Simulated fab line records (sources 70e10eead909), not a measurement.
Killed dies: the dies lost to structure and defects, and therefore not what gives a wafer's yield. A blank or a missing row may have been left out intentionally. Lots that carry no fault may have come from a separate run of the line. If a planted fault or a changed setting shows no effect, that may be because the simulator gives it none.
Problem report, 8D (eight disciplines) form, completed by code	flow nand harc	the parts of the form that need people (team, actions taken, sign-off) are left out

== 1. PROBLEM STATEMENT ==
cd nm at NHARC_A_M0_CD_MEAS_09 reads a mean of 105.6 nm on 6 wafers of 2 lots; wafers without a fault read 80.1 nm with a standard deviation of 0.61. Relative to the usual mean, that is a shift of +42 standard deviations.
The step: target cd 80 nm.
Seen first at day 30 08:14 on cd sem-02, wafer L900.4. At this step, 33 wafers from 11 lots have a number in the record. Rule for "out", or "out of limits": more than 4 standard deviations from the usual mean. All remaining wafers that have a number are taken as sound.

== 2. WHAT IT IS, WHAT IT ISN'T ==
question	is	is not
which readings at this step	cd nm	-
which lots	L900, L902	L886, L887, L889, L891, L893, L897, L905, L906, L907
which wafers of those lots	all that have a number	-
read on which gauges	cd sem-01, cd sem-02	cd sem-03
when	from day 30 08:14	up to then (18 sound wafers); but 9 sound wafers of L905, L906, L907 came after

== 3. SUSPECTS, AND WHAT RULES EACH OUT ==
Counting: a tool at any process step up to the reading remains a suspect when it ran all the lots that are out and ran no sound lot after the first of those.
- the gauge at NHARC_A_M0_CD_MEAS_09 has been ruled out. Those wafers that are out were read across 2 gauges (cd sem-01, cd sem-02).
- arfi scanner-03 at NHARC_A_M0_EXPOSE_06 (exposes mask A M0, target cd 80 nm): kept. It ran every lot that is out, first L900 (day 30 08:07), and no sound lot after that; its last sound lot up to then is L897 (day 28 01:53). Its own exposure dose mJ cm2 readings are out on those wafers.
Left after counting: arfi scanner-03 at NHARC_A_M0_EXPOSE_06.

== 4. THE CAUSE (what the simulator had put in) ==
Process parameters drifting: arfi scanner-03 at NHARC_A_M0_EXPOSE_06, beginning at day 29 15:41. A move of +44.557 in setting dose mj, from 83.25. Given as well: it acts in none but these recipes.
Counting left only this tool.

== 5. THE EFFECT CHAIN, in route order ==
Rows list readings where the struck wafers' mean (over those with a number) sits beyond 3 standard deviations from the usual. Scope: only readings with a usual standard deviation given in the record; hours: median across lots of the time from each lot's start at the first step in this table that gives one to its start at this step; sigmas: change in usual standard deviations.
hours	step	reading	usual	on struck wafers	change	sigmas
0	NHARC_A_M0_EXPOSE_06	exposure dose mJ cm2	83.12	123.63	+40.51	+99 or more
0	NHARC_A_M0_CD_MEAS_09	cd nm	80.1 nm	105.6	+25.5	+42
Its process steps:
- NHARC_A_M0_EXPOSE_06: exposes mask A M0, target cd 80 nm.
Later steps that measure or inspect, where all struck wafers having a row at the step show a number for every such reading and not one has moved that far: NHARC_A_M0_OVL_MEAS_10, NHARC_A_M0_INSPECT_11, NHARC_END_SORT_01.

== 6. WHAT WOULD HAVE CAUGHT IT SOONER ==
The first out-of-limits reading at a measuring or inspecting step in this record came at day 30 08:14, 17 hours after the fault's start at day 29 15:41.
The tool's own readings at NHARC_A_M0_EXPOSE_06 were out on every struck wafer that the step has a row for (exposure dose mJ cm2): an alarm limit on them would have fired on the first of those.
Lots out: 2; of these, L902 started NHARC_A_M0_EXPOSE_06 on arfi scanner-03 after day 30 08:14. A hold on the tool at that time would have spared it.
